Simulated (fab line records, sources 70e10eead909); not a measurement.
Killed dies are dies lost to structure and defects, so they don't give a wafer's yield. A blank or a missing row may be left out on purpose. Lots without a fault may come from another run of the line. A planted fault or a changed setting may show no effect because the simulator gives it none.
Which tool did it? | flow nand_harc | 24 lots, 72 wafers sampled, at 5 steps of a route of 1159

WHAT THE GAUGES READ, wafer by wafer
NHARC_A_SLIT_CD_MEAS_21. Usual: cd_nm 289.5 nm, standard deviation 0.97.
lot  | measured     | on        | cd_nm (nm)        | flag
L074 | day 14 03:23 | cd_sem-01 | 288.3 289.2 290.5 |
L076 | day 14 23:37 | cd_sem-01 | 289.1 289.9 290.0 |
L075 | day 15 03:26 | cd_sem-01 | 290.5 288.6 289.1 |
L078 | day 15 01:46 | cd_sem-02 | 289.2 289.0 289.4 |
L077 | day 15 05:05 | cd_sem-03 | 289.5 290.9 290.9 |
L079 | day 15 13:56 | cd_sem-01 | 289.1 289.8 289.2 |
L082 | day 16 11:27 | cd_sem-02 | 290.4 289.0 289.5 |
L084 | day 16 15:49 | cd_sem-01 | 288.8 290.0 287.9 |
L081 | day 16 17:29 | cd_sem-03 | 288.8 290.2 291.1 |
L080 | day 16 15:50 | cd_sem-03 | 289.7 288.1 288.9 |
L083 | day 16 17:42 | cd_sem-03 | 290.0 291.5 290.8 |
L087 | day 17 21:49 | cd_sem-03 | 288.3 289.1 289.3 |
L088 | day 17 23:30 | cd_sem-01 | 289.4 288.5 289.0 |
L089 | day 17 23:25 | cd_sem-03 | 289.6 289.7 289.1 |
L085 | day 18 01:08 | cd_sem-03 | 290.7 289.7 290.9 |
L086 | day 17 21:46 | cd_sem-02 | 289.7 289.5 289.3 |
L090 | day 18 08:56 | cd_sem-02 | 288.6 288.8 287.9 |
L091 | day 18 08:40 | cd_sem-03 | 289.1 289.7 289.4 |
L093 | day 18 21:49 | cd_sem-02 | 289.8 289.3 289.6 |
L092 | day 18 22:24 | cd_sem-01 | 287.7 289.3 288.2 |
L095 | day 19 12:40 | cd_sem-03 | 289.3 289.7 289.5 |
L094 | day 19 13:04 | cd_sem-01 | 291.2 290.7 291.7 |
L096 | day 20 06:49 | cd_sem-03 | 287.9 289.3 288.1 |
L097 | day 20 07:46 | cd_sem-02 | 287.2 287.7 288.8 |

NHARC_A_CONTACT_CD_MEAS_42: target cd 200 nm. Usual: cd_nm 200.6 nm, standard deviation 0.63.
lot  | measured     | on        | cd_nm (nm)        | flag
L074 | day 15 18:05 | cd_sem-02 | 199.0 200.3 201.5 |
L076 | day 16 16:20 | cd_sem-02 | 200.4 200.7 201.5 |
L075 | day 16 21:08 | cd_sem-01 | 200.9 201.1 201.0 |
L078 | day 17 02:36 | cd_sem-01 | 201.5 201.5 200.1 |
L077 | day 16 22:10 | cd_sem-03 | 199.9 200.2 200.7 |
L079 | day 17 07:16 | cd_sem-03 | 200.5 199.6 200.4 |
L082 | day 18 01:29 | cd_sem-01 | 201.1 200.3 201.5 |
L084 | day 18 11:41 | cd_sem-03 | 200.8 200.8 199.7 |
L081 | day 18 13:53 | cd_sem-02 | 201.4 199.4 199.9 |
L080 | day 18 17:52 | cd_sem-03 | 200.2 199.8 200.5 |
L083 | day 18 14:47 | cd_sem-01 | 199.6 200.8 200.4 |
L087 | day 19 14:11 | cd_sem-03 | 199.8 201.3 200.0 |
L088 | day 20 02:33 | cd_sem-01 | 200.1 200.4 200.9 |
L089 | day 19 22:14 | cd_sem-02 | 201.7 201.1 199.8 |
L085 | day 19 23:17 | cd_sem-01 | 200.1 200.1 199.9 |
L086 | day 19 14:29 | cd_sem-03 | 199.5 200.2 200.2 |
L090 | day 20 07:58 | cd_sem-02 | 201.5 199.6 201.3 |
L091 | day 20 05:53 | cd_sem-02 | 200.8 200.3 201.3 |
L093 | day 20 16:26 | cd_sem-03 | 199.8 201.1 200.0 |
L092 | day 20 15:44 | cd_sem-03 | 200.4 201.1 200.7 |
L095 | day 21 11:10 | cd_sem-03 | 200.4 200.7 201.8 |
L094 | day 21 10:05 | cd_sem-02 | 201.1 200.8 201.4 |
L096 | day 22 00:43 | cd_sem-01 | 201.4 201.0 202.1 |
L097 | day 22 05:05 | cd_sem-03 | 201.4 200.2 200.1 |

WHICH TOOL RAN EACH LOT (tool, then ch and the chambers of the sampled wafers, then the start)
lot  | NHARC_A_SGD_CUT_ETCH_16                       | NHARC_A_SLIT_ETCH_24               | NHARC_A_SLIT_ETCH_29
L074 | rie_diel-01 ch 2,3, day 13 22:41 or earlier   | rie_diel-12 ch 1,2,3, day 13 22:41 | rie_diel-10 ch 0,2,3, day 14 02:52
L076 | rie_diel-03 ch 0,1,3, day 14 18:09 or earlier | rie_diel-12 ch 0,1,2, day 14 18:09 | rie_diel-12 ch 1,2, day 14 23:04
L075 | rie_diel-11 ch 0,1, day 14 22:36 or earlier   | rie_diel-10 ch 0,3, day 14 22:36   | rie_diel-12 ch 0,3, day 15 02:54
L078 | rie_diel-03 ch 2,3, day 14 22:26 or earlier   | rie_diel-12 ch 0,2,3, day 14 22:26 | rie_diel-10 ch 2,3, day 15 01:14
L077 | rie_diel-03 ch 1,3, day 15 00:32 or earlier   | rie_diel-12 ch 2,3, day 15 00:32   | rie_diel-02 ch 2,3, day 15 04:33
L079 | rie_diel-01 ch 1,3, day 15 10:38 or earlier   | rie_diel-12 ch 0,1,2, day 15 10:38 | rie_diel-10 ch 0,3, day 15 13:25
L082 | rie_diel-11 ch 0,2,3, day 16 08:09 or earlier | rie_diel-10 ch 0,1,2, day 16 08:09 | rie_diel-02 ch 1,2, day 16 10:55
L084 | rie_diel-11 ch 0,2, day 16 12:29 or earlier   | rie_diel-12 ch 1,3, day 16 12:29   | rie_diel-10 ch 0,1,3, day 16 15:16
L081 | rie_diel-01 ch 1,2, day 16 12:32 or earlier   | rie_diel-02 ch 0,1,2, day 16 12:32 | rie_diel-10 ch 2,3, day 16 16:56
L080 | rie_diel-11 ch 0,3, day 16 12:31 or earlier   | rie_diel-10 ch 0,2,3, day 16 12:31 | rie_diel-12 ch 1,2, day 16 15:18
L083 | rie_diel-03 ch 0,1, day 16 14:21 or earlier   | rie_diel-02 ch 0,1,3, day 16 14:21 | rie_diel-12 ch 0,2, day 16 17:10
L087 | rie_diel-01 ch 0,1, day 17 16:47 or earlier   | rie_diel-02 ch 0,1,2, day 17 16:47 | rie_diel-12 ch 0,1, day 17 21:17
L088 | rie_diel-03 ch 1,2,3, day 17 18:40 or earlier | rie_diel-02 ch 0,1,3, day 17 18:40 | rie_diel-02 ch 1,2,3, day 17 22:57
L089 | rie_diel-01 ch 0,1,3, day 17 18:28 or earlier | rie_diel-12 ch 0,3, day 17 18:28   | rie_diel-10 ch 1,2,3, day 17 22:54
L085 | rie_diel-11 ch 0,1,3, day 17 19:50 or earlier | rie_diel-02 ch 0,2,3, day 17 19:50 | rie_diel-02 ch 0,1,3, day 18 00:36
L086 | rie_diel-01 ch 1,2,3, day 17 16:38 or earlier | rie_diel-12 ch 1,2, day 17 16:38   | rie_diel-02 ch 0,1,3, day 17 21:14
L090 | rie_diel-03 ch 0,1, day 18 05:35 or earlier   | rie_diel-12 ch 1,3, day 18 05:35   | rie_diel-12 ch 0,3, day 18 08:23
L091 | rie_diel-01 ch 0,2,3, day 18 05:20 or earlier | rie_diel-10 ch 1,2,3, day 18 05:20 | rie_diel-02 ch 0,3, day 18 08:07
L093 | rie_diel-11 ch 0,2,3, day 18 18:29 or earlier | rie_diel-02 ch 0,2,3, day 18 18:29 | rie_diel-12 ch 1,2,3, day 18 21:17
L092 | rie_diel-01 ch 0,2,3, day 18 18:46 or earlier | rie_diel-12 ch 0,1, day 18 18:46   | rie_diel-02 ch 0,2,3, day 18 21:52
L095 | rie_diel-11 ch 0,1,3, day 19 09:22 or earlier | rie_diel-12 ch 1,2,3, day 19 09:22 | rie_diel-12 ch 0,3, day 19 12:08
L094 | rie_diel-03 ch 2,3, day 19 09:33 or earlier   | rie_diel-02 ch 0,1,3, day 19 09:33 | rie_diel-02 ch 0,3, day 19 12:28
L096 | rie_diel-11 ch 1,2,3, day 20 03:29 or earlier | rie_diel-12 ch 0,1, day 20 03:29   | rie_diel-10 ch 0,1,2, day 20 06:17
L097 | rie_diel-03 ch 0,3, day 20 03:44 or earlier   | rie_diel-10 ch 1,2,3, day 20 03:44 | rie_diel-12 ch 0,1,2, day 20 07:14
- NHARC_A_SGD_CUT_ETCH_16: etches the open film in C4F8/O2/Ar, target depth 310.5 nm, time 155.2 s.
- NHARC_A_SLIT_ETCH_24: etches the open film in CF4/CHF3, target depth 121 nm, time 60.5 s.
- NHARC_A_SLIT_ETCH_29: etches the open film in CF4/O2, target depth 100 nm, overetch 10 nm, time 55 s.

WHAT THE TOOLS THEMSELVES READ (means of the sampled wafers that have a number; where no wafer has one, the mark that the record gives instead)
NHARC_A_SGD_CUT_ETCH_16. Usual: oes_product_au 0.971 a.u., standard deviation 0.017; rf_vpp_V 723 V, standard deviation 4.8.
lot  | tool        | oes_product_au (a.u.) | rf_vpp_V (V) | flag
L074 | rie_diel-01 | 0.972                 | 724          |
L076 | rie_diel-03 | 0.981                 | 722          |
L075 | rie_diel-11 | 0.973                 | 725          |
L078 | rie_diel-03 | 0.979                 | 729          |
L077 | rie_diel-03 | 0.993                 | 725          |
L079 | rie_diel-01 | 0.968                 | 719          |
L082 | rie_diel-11 | 0.980                 | 727          |
L084 | rie_diel-11 | 0.976                 | 726          |
L081 | rie_diel-01 | 0.976                 | 726          |
L080 | rie_diel-11 | 0.982                 | 727          |
L083 | rie_diel-03 | 0.978                 | 717          |
L087 | rie_diel-01 | 0.979                 | 719          |
L088 | rie_diel-03 | 0.967                 | 725          |
L089 | rie_diel-01 | 0.975                 | 719          |
L085 | rie_diel-11 | 0.979                 | 724          |
L086 | rie_diel-01 | 0.957                 | 722          |
L090 | rie_diel-03 | 0.979                 | 717          |
L091 | rie_diel-01 | 0.975                 | 720          |
L093 | rie_diel-11 | 0.967                 | 727          |
L092 | rie_diel-01 | 0.979                 | 721          |
L095 | rie_diel-11 | 0.947                 | 724          |
L094 | rie_diel-03 | 0.951                 | 729          |
L096 | rie_diel-11 | 0.943                 | 724          |
L097 | rie_diel-03 | 0.950                 | 720          |

NHARC_A_SLIT_ETCH_24. Usual: cf4_flow_sccm 100.04 sccm, standard deviation 0.29; drypump_motor_current_A 5.6 A, standard deviation 0.47; oes_product_au 0.957 a.u., standard deviation 0.023; rf_vpp_V 371.5 V, standard deviation 1.7; showerhead_plenum_p_Torr 1.60 Torr, standard deviation 0.045; throttle_valve_pct 16.803 %, standard deviation 0.0091.
lot  | tool        | cf4_flow_sccm (sccm) | drypump_motor_current_A (A) | oes_product_au (a.u.) | rf_vpp_V (V) | showerhead_plenum_p_Torr (Torr) | throttle_valve_pct (%) | flag
L074 | rie_diel-12 | 100.06               | 5.3                         | 0.917                 | 372.3        | 1.61                            | 16.804                 |
L076 | rie_diel-12 | 100.08               | 5.1                         | 0.978                 | 372.5        | 1.62                            | 16.806                 |
L075 | rie_diel-10 | 100.06               | 5.9                         | 0.917                 | 371.4        | 1.61                            | 16.804                 |
L078 | rie_diel-12 | 99.63                | 5.4                         | 0.932                 | 371.9        | 1.63                            | 16.799                 |
L077 | rie_diel-12 | 100.33               | 5.6                         | 0.958                 | 372.4        | 1.63                            | 16.800                 |
L079 | rie_diel-12 | 100.27               | 5.1                         | 0.972                 | 372.3        | 1.62                            | 16.796                 |
L082 | rie_diel-10 | 100.01               | 5.9                         | 0.972                 | 369.1        | 1.54                            | 16.807                 |
L084 | rie_diel-12 | 100.15               | 5.4                         | 0.964                 | 371.1        | 1.59                            | 16.798                 |
L081 | rie_diel-02 | 100.27               | 5.9                         | 0.966                 | 372.6        | 1.62                            | 16.803                 |
L080 | rie_diel-10 | 99.98                | 5.8                         | 0.960                 | 370.3        | 1.57                            | 16.800                 |
L083 | rie_diel-02 | 100.15               | 5.9                         | 0.971                 | 371.3        | 1.58                            | 16.806                 |
L087 | rie_diel-02 | 100.30               | 5.9                         | 0.966                 | 372.7        | 1.62                            | 16.801                 |
L088 | rie_diel-02 | 99.94                | 5.9                         | 0.962                 | 371.1        | 1.58                            | 16.805                 |
L089 | rie_diel-12 | 99.98                | 5.2                         | 0.983                 | 373.2        | 1.62                            | 16.804                 |
L085 | rie_diel-02 | 100.02               | 5.9                         | 0.976                 | 370.0        | 1.59                            | 16.807                 |
L086 | rie_diel-12 | 99.95                | 5.3                         | 0.941                 | 372.2        | 1.63                            | 16.807                 |
L090 | rie_diel-12 | 99.80                | 5.2                         | 0.920                 | 371.1        | 1.58                            | 16.810                 |
L091 | rie_diel-10 | 100.15               | 6.1                         | 0.920                 | 370.3        | 1.55                            | 16.808                 |
L093 | rie_diel-02 | 100.15               | 5.9                         | 0.970                 | 371.6        | 1.59                            | 16.798                 |
L092 | rie_diel-12 | 100.24               | 4.9                         | 0.956                 | 371.4        | 1.58                            | 16.796                 |
L095 | rie_diel-12 | 100.03               | 5.4                         | 0.936                 | 371.5        | 1.61                            | 16.810                 |
L094 | rie_diel-02 | 100.17               | 5.9                         | 0.969                 | 371.6        | 1.58                            | 16.806                 |
L096 | rie_diel-12 | 100.04               | 4.9                         | 0.977                 | 370.7        | 1.58                            | 16.809                 |
L097 | rie_diel-10 | 99.75                | 6.1                         | 0.974                 | 371.0        | 1.55                            | 16.796                 |

NHARC_A_SLIT_ETCH_29. Usual: cf4_flow_sccm 80.01 sccm, standard deviation 0.23; drypump_motor_current_A 5.7 A, standard deviation 0.45; oes_product_au 0.999 a.u., standard deviation 0.013; rf_vpp_V 198.2 V, standard deviation 1.2; showerhead_plenum_p_Torr 1.35 Torr, standard deviation 0.043; throttle_valve_pct 13.397 %, standard deviation 0.0091.
lot  | tool        | cf4_flow_sccm (sccm) | drypump_motor_current_A (A) | oes_product_au (a.u.) | rf_vpp_V (V) | showerhead_plenum_p_Torr (Torr) | throttle_valve_pct (%) | flag
L074 | rie_diel-10 | 80.13                | 5.8                         | 1.002                 | 197.2        | 1.33                            | 13.390                 |
L076 | rie_diel-12 | 79.96                | 5.3                         | 1.005                 | 198.5        | 1.38                            | 13.389                 |
L075 | rie_diel-12 | 79.76                | 5.4                         | 0.995                 | 198.6        | 1.38                            | 13.394                 |
L078 | rie_diel-10 | 79.93                | 5.9                         | 1.007                 | 197.0        | 1.31                            | 13.397                 |
L077 | rie_diel-02 | 80.08                | 6.0                         | 0.999                 | 199.0        | 1.36                            | 13.403                 |
L079 | rie_diel-10 | 79.90                | 5.9                         | 0.997                 | 198.2        | 1.37                            | 13.387                 |
L082 | rie_diel-02 | 79.80                | 6.1                         | 0.996                 | 198.8        | 1.39                            | 13.398                 |
L084 | rie_diel-10 | 80.18                | 6.1                         | 0.990                 | 198.1        | 1.35                            | 13.395                 |
L081 | rie_diel-10 | 80.00                | 6.0                         | 0.983                 | 198.1        | 1.35                            | 13.402                 |
L080 | rie_diel-12 | 79.95                | 5.1                         | 1.000                 | 198.7        | 1.35                            | 13.398                 |
L083 | rie_diel-12 | 80.17                | 5.1                         | 1.002                 | 199.2        | 1.39                            | 13.397                 |
L087 | rie_diel-12 | 79.80                | 4.9                         | 1.008                 | 199.1        | 1.37                            | 13.395                 |
L088 | rie_diel-02 | 80.10                | 6.1                         | 0.999                 | 198.3        | 1.36                            | 13.387                 |
L089 | rie_diel-10 | 80.07                | 6.1                         | 1.001                 | 198.0        | 1.32                            | 13.397                 |
L085 | rie_diel-02 | 80.09                | 5.9                         | 1.004                 | 197.1        | 1.34                            | 13.404                 |
L086 | rie_diel-02 | 80.03                | 5.9                         | 0.993                 | 198.5        | 1.34                            | 13.395                 |
L090 | rie_diel-12 | 79.90                | 5.4                         | 0.997                 | 199.4        | 1.37                            | 13.403                 |
L091 | rie_diel-02 | 79.86                | 5.8                         | 0.993                 | 197.9        | 1.31                            | 13.397                 |
L093 | rie_diel-12 | 80.11                | 5.3                         | 0.990                 | 198.5        | 1.37                            | 13.395                 |
L092 | rie_diel-02 | 80.15                | 5.9                         | 1.013                 | 199.2        | 1.34                            | 13.392                 |
L095 | rie_diel-12 | 80.01                | 5.4                         | 1.002                 | 197.8        | 1.37                            | 13.396                 |
L094 | rie_diel-02 | 79.92                | 5.8                         | 1.000                 | 196.4        | 1.31                            | 13.390                 |
L096 | rie_diel-10 | 79.81                | 5.9                         | 1.009                 | 197.6        | 1.30                            | 13.393                 |
L097 | rie_diel-12 | 79.94                | 5.1                         | 0.995                 | 198.6        | 1.37                            | 13.396                 |

THE ANSWER, worked out from the rows above alone
Rule: a lot is off if the mean of its wafers that have a number lies more than 3 standard deviations from the usual mean. A lot without any number at a reading at which 4 lots or more have one is off too. The other lots that the step has rows for count as sound. The gauges are gone through in route order, then the tools' own readings, and for those a lot's mean is taken as printed above. The first step at which some lot is off is used, and at that step the reading that is off furthest; a lot without a number counts as furthest.
No lot is off at any reading shown: from this, nothing can be told.

WHAT THE SIMULATOR HAD PUT IN
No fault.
